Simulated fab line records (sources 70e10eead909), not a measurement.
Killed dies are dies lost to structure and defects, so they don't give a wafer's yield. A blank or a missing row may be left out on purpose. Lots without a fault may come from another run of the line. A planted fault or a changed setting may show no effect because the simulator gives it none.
The tool behind it: which one? | flow nand_harc | Sampling: 13 lots, 39 wafers, 5 of 1159 route steps

== WHAT THE GAUGES READ, wafer by wafer ==
NHARC_A_M1_CD_MEAS_09: the cd target is 120 nm. Usual: cd_nm at 120.2 nm, with a standard deviation of 0.57.
lot  | measured     | on        | cd_nm (nm)        | flag
L734 | day 18 00:15 | cd_sem-01 | 119.7 120.8 120.6 |
L737 | day 18 00:58 | cd_sem-01 | 119.2 119.9 119.4 |
L736 | day 18 00:34 | cd_sem-01 | 119.3 120.4 120.5 |
L739 | day 18 09:50 | cd_sem-01 | 120.4 119.7 119.9 |
L741 | day 19 13:18 | cd_sem-02 | 119.2 120.4 120.5 |
L744 | day 20 13:11 | cd_sem-03 | 119.6 120.7 119.9 |
L742 | day 20 13:25 | cd_sem-02 | 120.8 120.9 120.4 |
L747 | day 21 02:32 | cd_sem-02 | 120.6 121.2 120.9 |
L751 | day 22 08:52 | cd_sem-02 | 118.7 121.0 120.4 |
L754 | day 22 09:38 | cd_sem-03 | 119.7 120.1 119.5 |
L753 | day 22 14:15 | cd_sem-03 | 119.5 120.4 120.7 |
L755 | day 23 07:12 | cd_sem-02 | 120.5 120.8 121.7 |
L757 | day 23 17:57 | cd_sem-03 | 120.0 119.3 120.1 |

NHARC_END_SORT_01. Usual: killed_at_array 26, standard deviation 11; killed_at_other 0.4, standard deviation 0.78; killed_at_periphery 3.4, standard deviation 2.4; killed_dies 29, standard deviation 11; killed_open 3.1, standard deviation 1.9; killed_short 1.9, standard deviation 1.4.
lot  | measured     | on        | killed_at_array | killed_at_other | killed_at_periphery | killed_dies | killed_open | killed_short | flag
L751 | day 25 07:33 | prober-02 | 31 26 121       | 3 2 4           | 4 4 5               | 38 32 130   | 3 1 4       | 1 0 3        | OFF
L753 | day 25 18:58 | prober-02 | 28 127 49       | 0 0 0           | 5 4 1               | 33 131 50   | 3 3 2       | 2 0 3        | OFF
L755 | day 26 02:42 | prober-02 | 35 51 113       | 0 2 1           | 1 3 0               | 36 56 114   | 3 2 1       | 5 2 1        | OFF

== EACH LOT AND THE TOOL THAT RAN IT (in order: tool; ch and the chambers of the sampled wafers; start) ==
lot  | NHARC_A_CONTACT_ETCH_49            | NHARC_A_M0_STRIP_18                | NHARC_A_M0_ANNEAL_30
L734 | rie_diel-04 ch 0,1,3, day 16 06:57 | rie_diel-10 ch 0,3, day 17 20:47   | rtp_anneal-02 ch 0, day 17 22:04
L737 | rie_diel-04 ch 1,2, day 16 11:53   | rie_diel-10 ch 0,3, day 17 21:09   | rtp_anneal-02 ch 0, day 17 22:26
L736 | rie_diel-13 ch 0,2,3, day 16 12:17 | rie_diel-02 ch 0,1,2, day 17 21:02 | rtp_anneal-01 ch 0, day 17 22:17
L739 | rie_diel-13 ch 1,3, day 17 04:37   | rie_diel-10 ch 0,2, day 18 06:09   | rtp_anneal-01 ch 0, day 18 07:37
L741 | rie_diel-04 ch 0,1,3, day 18 05:08 | rie_diel-09 ch 0,1,3, day 19 09:55 | rtp_anneal-01 ch 0, day 19 11:13
L744 | rie_diel-06 ch 0,2,3, day 19 01:45 | rie_diel-02 ch 0,1,2, day 20 09:28 | rtp_anneal-02 ch 0, day 20 10:49
L742 | rie_diel-04 ch 0,1,2, day 19 02:33 | rie_diel-10 ch 0,2,3, day 20 09:51 | rtp_anneal-02 ch 0, day 20 11:08
L747 | rie_diel-13 ch 1,3, day 19 14:53   | rie_diel-02 ch 0,1,2, day 20 22:55 | rtp_anneal-01 ch 0, day 21 00:18
L751 | rie_diel-06 ch 0,1,2, day 20 10:48 | rie_diel-10 ch 1,2,3, day 22 04:22 | rtp_anneal-01 ch 0, day 22 06:47
L754 | rie_diel-04 ch 0,1,2, day 20 22:02 | rie_diel-10 ch 0,1,3, day 22 05:13 | rtp_anneal-01 ch 0, day 22 07:30
L753 | rie_diel-06 ch 0,1,3, day 21 03:23 | rie_diel-02 ch 0,1,2, day 22 10:02 | rtp_anneal-01 ch 0, day 22 11:44
L755 | rie_diel-06 ch 0,1,2, day 21 19:20 | rie_diel-02 ch 0,2,3, day 23 03:32 | rtp_anneal-02 ch 0, day 23 05:07
L757 | rie_diel-04 ch 1,2,3, day 22 06:08 | rie_diel-02 ch 1,2,3, day 23 14:09 | rtp_anneal-01 ch 0, day 23 15:32
- NHARC_A_CONTACT_ETCH_49: etches the open film in N2/H2, target depth 260 nm, time 475.3 s.
- NHARC_A_M0_STRIP_18: strips in N2/H2.
- NHARC_A_M0_ANNEAL_30: time 90 s.

== AS READ BY THE TOOLS THEMSELVES (means over the sampled wafers that have a number; for cases with no such wafer, the mark the record gives instead) ==
NHARC_A_CONTACT_ETCH_49. Usual: drypump_motor_current_A 5.8 A, standard deviation 0.45; oes_product_au 0.999 a.u., standard deviation 0.0086; rf_vpp_V 431 V, standard deviation 3.1; showerhead_plenum_p_Torr 2.05 Torr, standard deviation 0.11; throttle_valve_pct 14.171 %, standard deviation 0.0086.
lot  | tool        | drypump_motor_current_A (A) | oes_product_au (a.u.) | rf_vpp_V (V) | showerhead_plenum_p_Torr (Torr) | throttle_valve_pct (%) | flag
L734 | rie_diel-04 | 5.5                         | 1.001                 | 431          | 2.06                            | 14.169                 |
L737 | rie_diel-04 | 5.7                         | 0.997                 | 431          | 2.07                            | 14.169                 |
L736 | rie_diel-13 | 5.9                         | 1.002                 | 431          | 2.05                            | 14.167                 |
L739 | rie_diel-13 | 5.4                         | 0.989                 | 426          | 1.89                            | 14.178                 |
L741 | rie_diel-04 | 5.5                         | 1.000                 | 431          | 2.06                            | 14.181                 |
L744 | rie_diel-06 | 6.2                         | 1.001                 | 433          | 2.12                            | 14.168                 |
L742 | rie_diel-04 | 5.7                         | 0.989                 | 432          | 2.09                            | 14.167                 |
L747 | rie_diel-13 | 5.3                         | 1.007                 | 426          | 1.90                            | 14.166                 |
L751 | rie_diel-06 | 6.3                         | 1.002                 | 433          | 2.08                            | 14.174                 |
L754 | rie_diel-04 | 5.7                         | 0.996                 | 432          | 2.08                            | 14.171                 |
L753 | rie_diel-06 | 6.2                         | 1.001                 | 432          | 2.13                            | 14.166                 |
L755 | rie_diel-06 | 6.3                         | 1.003                 | 431          | 2.08                            | 14.175                 |
L757 | rie_diel-04 | 5.4                         | 0.992                 | 430          | 2.03                            | 14.168                 |

NHARC_A_M0_STRIP_18. Usual: drypump_motor_current_A 5.8 A, standard deviation 0.39; oes_product_au 0.999 a.u., standard deviation 0.01; rf_vpp_V 91.0 V, standard deviation 1.1; showerhead_plenum_p_Torr 2.06 Torr, standard deviation 0.11; throttle_valve_pct 14.170 %, standard deviation 0.01.
lot  | tool        | drypump_motor_current_A (A) | oes_product_au (a.u.) | rf_vpp_V (V) | showerhead_plenum_p_Torr (Torr) | throttle_valve_pct (%) | flag
L734 | rie_diel-10 | 6.0                         | 0.995                 | 90.5         | 2.03                            | 14.165                 |
L737 | rie_diel-10 | 6.0                         | 0.998                 | 90.6         | 2.03                            | 14.166                 |
L736 | rie_diel-02 | 5.7                         | 1.002                 | 90.6         | 2.06                            | 14.162                 |
L739 | rie_diel-10 | 6.4                         | 0.988                 | 92.0         | 2.17                            | 14.172                 |
L741 | rie_diel-09 | 6.1                         | 1.001                 | 91.8         | 2.13                            | 14.176                 |
L744 | rie_diel-02 | 5.7                         | 1.012                 | 91.2         | 2.06                            | 14.169                 |
L742 | rie_diel-10 | 6.2                         | 0.996                 | 91.4         | 2.10                            | 14.165                 |
L747 | rie_diel-02 | 5.7                         | 1.010                 | 91.0         | 2.06                            | 14.174                 |
L751 | rie_diel-10 | 5.9                         | 0.997                 | 90.3         | 2.01                            | 14.168                 |
L754 | rie_diel-10 | 5.8                         | 1.007                 | 91.1         | 2.02                            | 14.177                 |
L753 | rie_diel-02 | 5.7                         | 0.992                 | 90.5         | 2.06                            | 14.162                 |
L755 | rie_diel-02 | 5.6                         | 0.988                 | 90.3         | 2.09                            | 14.159                 |
L757 | rie_diel-02 | 5.7                         | 0.994                 | 91.4         | 2.01                            | 14.171                 |

NHARC_A_M0_ANNEAL_30. Usual: wafer_temp_C_max at 225.96, with a standard deviation of 0.27.
lot  | tool          | wafer_temp_C_max | flag
L734 | rtp_anneal-02 | 225.76           |
L737 | rtp_anneal-02 | 225.85           |
L736 | rtp_anneal-01 | 225.98           |
L739 | rtp_anneal-01 | 225.99           |
L741 | rtp_anneal-01 | 225.90           |
L744 | rtp_anneal-02 | 225.72           |
L742 | rtp_anneal-02 | 225.80           |
L747 | rtp_anneal-01 | 225.95           |
L751 | rtp_anneal-01 | 226.14           |
L754 | rtp_anneal-01 | 226.01           |
L753 | rtp_anneal-01 | 225.96           |
L755 | rtp_anneal-02 | 225.81           |
L757 | rtp_anneal-01 | 226.38           |

== THE ANSWER, worked out from the rows above alone ==
Rule: a lot is off if the mean of its wafers that have a number lies more than 3 standard deviations from the usual mean. A lot without any number at a reading at which 4 lots or more have one is off too. All remaining lots with rows at the step are treated as sound. Order of review: gauges by route order, followed by the tools' own readings, for which a lot's mean as printed above is used. At the first step where some lot is off, the reading lying furthest off is the one used; lots without a number count as furthest.
Off at NHARC_END_SORT_01 (killed_dies): L751, L753, L755. Neither off nor sound, because the step has no rows for them: L734, L737, L736, L739, L741, L744, L742, L747, L754, L757.
If a tool, at a process step before that reading, ran all the lots that are off and no sound lot after the first of them, it fits. Gauges at NHARC_END_SORT_01: tried the same way as those tools. Can't be told from this: 2 tools fit, rie_diel-06 at NHARC_A_CONTACT_ETCH_49, prober-02 at NHARC_END_SORT_01.

== WHAT THE SIMULATOR HAD PUT IN ==
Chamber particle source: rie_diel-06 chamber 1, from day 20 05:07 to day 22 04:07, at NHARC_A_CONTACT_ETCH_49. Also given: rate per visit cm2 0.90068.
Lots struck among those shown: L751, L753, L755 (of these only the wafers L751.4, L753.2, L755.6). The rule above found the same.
